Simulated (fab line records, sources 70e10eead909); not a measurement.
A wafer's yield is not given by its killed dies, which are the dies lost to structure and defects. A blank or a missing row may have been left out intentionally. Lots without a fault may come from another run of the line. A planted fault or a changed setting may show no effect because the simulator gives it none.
Problem report in the 8D (eight disciplines) form, filled by code / flow nand_harc / the parts of the form that need people (team, actions taken, sign-off) are left out

1. PROBLEM STATEMENT
Mean of rf_fwd_power_W at NHARC_A_STAIRCASE_DEP_301: 208.3 W across 2 wafers in 2 lots; on wafers with no fault it is 348.4 W (standard deviation 1.3). That is -99 or more standard deviations from the usual mean.
The step: deposits SiON, target thk 30 nm.
First observed at day 13 15:32: wafer L645.6, on pecvd-04. The record has a number at this step for 36 wafers belonging to 12 lots. By rule, "out" or "out of limits" means more than 4 standard deviations away from the usual mean. The other wafers with a number count as sound.

2. WHAT IT IS AND WHAT IT IS NOT
question=which readings at this step | is=rf_fwd_power_W, showerhead_vpp_V | is not=heater_power_w
question=which lots | is=L645, L649 | is not=L640, L642, L651, L652, L653, L654, L657, L659, L660, L661
question=which wafers of those lots | is=L645.6, L649.3 | is not=L645.1, L645.4, L649.1, L649.6
question=read on which tools | is=pecvd-04 | is not=pecvd-02, pecvd-03
question=when | is=from day 13 15:32 | is not=up to then (8 sound wafers); but 26 sound wafers of L649, L651, L652, L653, L654, L657, L659, L660, L661 came after

3. SUSPECTS, AND WHAT RULES EACH OUT
Counting: any tool at a process step up to the reading remains a suspect provided it ran every lot that is out. Sound lots after the first of them don't rule it out here, since some wafers of a struck lot are sound.
- pecvd-04 at NHARC_A_STAIRCASE_DEP_301 (deposits SiON, target thk 30 nm): kept. It ran every lot that is out, first L645 (day 13 15:32); its last sound lot up to then is L642 (day 12 04:57). Out on those wafers are its own readings of rf_fwd_power_W, showerhead_vpp_V.
- In pecvd-04 at NHARC_A_STAIRCASE_DEP_301, the wafers that are out were processed in chamber 0 and their sound lot-mates in chambers 1, 2.
Left after counting: pecvd-04 at NHARC_A_STAIRCASE_DEP_301.

4. THE CAUSE (what the simulator had put in)
pecvd-04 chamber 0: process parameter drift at NHARC_A_STAIRCASE_DEP_301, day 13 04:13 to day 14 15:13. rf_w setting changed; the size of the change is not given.
After counting, this tool was the only one left.

5. THE CHAIN OF EFFECTS, in route order
One row per reading whose mean, taken over the struck wafers that have a number, lies over 3 standard deviations from the usual. Only readings whose record carries a usual standard deviation are examined. hours: median over the lots of the time between each lot's start at the first step of this table that gives one and its start at this step. sigmas: the change, counted in usual standard deviations.
hours=0; step=NHARC_A_STAIRCASE_DEP_301; reading=rf_fwd_power_W; usual=348.4 W; on struck wafers=208.3; change=-140.1; sigmas=-99 or more
hours=0; step=NHARC_A_STAIRCASE_DEP_301; reading=showerhead_vpp_V; usual=1129 V; on struck wafers=860; change=-270; sigmas=-6.7
Its process steps:
- NHARC_A_STAIRCASE_DEP_301: deposits SiON, target thk 30 nm.

6. HOW IT WOULD HAVE BEEN CAUGHT EARLIER
11 hours passed between the start of the fault at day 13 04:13 and the first reading out of limits in this record, taken at day 13 15:32.
